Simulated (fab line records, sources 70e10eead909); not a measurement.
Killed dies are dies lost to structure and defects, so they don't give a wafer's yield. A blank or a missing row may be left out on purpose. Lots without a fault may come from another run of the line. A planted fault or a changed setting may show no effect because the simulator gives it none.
Chamber matching | flow nand_harc | NHARC_A_SGD_CUT_DEP_00 on pecvd-01: 3 sister chambers
The step deposits SiNx, target thk 50 nm. 6 wafers are shown with their chamber, then 9 later ones without.

WAFERS WITH THEIR CHAMBER
wafer  | chamber | heater_power_w (W)
L079.3 | 1       | 640
L087.2 | 2       | 747
L087.5 | 2       | 768
L094.2 | 1       | 758
L094.3 | 0       | 656
L094.5 | 0       | 650

WAFERS WITHOUT THEIR CHAMBER
wafer  | heater_power_w (W)
L092.1 | 795
L092.3 | 730
L092.5 | 794
L096.1 | 674
L096.4 | 759
L096.6 | 709
L095.1 | 804
L095.4 | 720
L095.6 | 797

WHICH CHAMBER EACH WENT THROUGH
wafer  | from the rows above          | in truth
L092.1 | can't be placed: 2 or 1      | 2
L092.3 | can't be placed: 2 or 1 or 0 | 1
L092.5 | can't be placed: 2 or 1      | 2
L096.1 | can't be placed: 0 or 1 or 2 | 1
L096.4 | can't be placed: 2 or 1      | 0
L096.6 | can't be placed: 1 or 2 or 0 | 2
L095.1 | can't be placed: 2 or 1      | 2
L095.4 | can't be placed: 1 or 2 or 0 | 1
L095.6 | can't be placed: 2 or 1      | 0
Placed correctly: 0 of 9. Can't be placed from these rows: 9 (the true chamber is among the candidates in 7). Placed wrongly: 0.
How it was worked out, from the rows above alone: a wafer's distance from a chamber is the root of the sum, over the readings, of the square of ((its reading less the chamber's mean) divided by the reading's scatter). The wafer belongs to the nearest chamber; if the next one is less than 2 further off, it can't be placed. A chamber's mean is the mean of its shown wafers. The scatter: the root of (the sum of the squares of (reading less its chamber's mean) over the shown wafers, divided by (wafers less chambers)).
